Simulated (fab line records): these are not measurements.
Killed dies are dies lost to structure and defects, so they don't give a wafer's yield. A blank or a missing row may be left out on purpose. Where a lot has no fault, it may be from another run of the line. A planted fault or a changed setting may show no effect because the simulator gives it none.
Matching of chambers :: flow nand harc :: 3 sister chambers for NHARC_A_STAIRCASE_DEP_322 on pecvd-04
The step deposits SiO2, target thk 3800 nm. 6 wafers are shown with their chamber, then 12 later ones without.

== WAFERS WITH THEIR CHAMBER ==
wafer: L087.3
chamber: 2
heater power w (W): 674

wafer: L087.5
chamber: 0
heater power w (W): 618

wafer: L087.6
chamber: 2
heater power w (W): 519

wafer: L085.1
chamber: 1
heater power w (W): 662

wafer: L085.5
chamber: 0
heater power w (W): 615

wafer: L085.6
chamber: 1
heater power w (W): 522

== WAFERS MISSING THEIR CHAMBER ==
wafer: L088.1
heater power w (W): 750

wafer: L088.2
heater power w (W): 618

wafer: L088.4
heater power w (W): 567

wafer: L094.1
heater power w (W): 743

wafer: L094.3
heater power w (W): 690

wafer: L094.4
heater power w (W): 532

wafer: L095.1
heater power w (W): 755

wafer: L095.2
heater power w (W): 643

wafer: L095.3
heater power w (W): 589

wafer: L097.1
heater power w (W): 768

wafer: L097.3
heater power w (W): 639

wafer: L097.5
heater power w (W): 551

== WHICH CHAMBER EACH ONE RAN IN ==
wafer: L088.1
from the rows above: can't be placed: 0 or 2 or 1
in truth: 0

wafer: L088.2
from the rows above: can't be placed: 0 or 2 or 1
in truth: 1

wafer: L088.4
from the rows above: can't be placed: 1 or 2 or 0
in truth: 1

wafer: L094.1
from the rows above: can't be placed: 0 or 2 or 1
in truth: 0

wafer: L094.3
from the rows above: can't be placed: 0 or 2 or 1
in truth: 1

wafer: L094.4
from the rows above: can't be placed: 1 or 2 or 0
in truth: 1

wafer: L095.1
from the rows above: can't be placed: 0 or 2 or 1
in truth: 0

wafer: L095.2
from the rows above: can't be placed: 0 or 2 or 1
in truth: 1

wafer: L095.3
from the rows above: can't be placed: 1 or 2 or 0
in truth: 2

wafer: L097.1
from the rows above: can't be placed: 0 or 2 or 1
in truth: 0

wafer: L097.3
from the rows above: can't be placed: 0 or 2 or 1
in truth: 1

wafer: L097.5
from the rows above: can't be placed: 1 or 2 or 0
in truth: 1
0 of 12 placed correctly. From these rows, 12 cannot be placed; in 12 the true chamber is one of the candidates. Wrongly placed: 0.
How it was worked out, from the rows above alone: a wafer's distance from a chamber is the root of the sum, over the readings, of the square of ((its reading less the chamber's mean) divided by the reading's scatter). If the next closest chamber is less than 2 further off than the closest, the wafer can't be placed; otherwise it belongs to the closest. Each chamber's mean is taken over the wafers shown for it. The scatter is the square root of a quotient: the sum, over the shown wafers, of each reading's squared deviation from its chamber's mean, divided by wafers minus chambers.
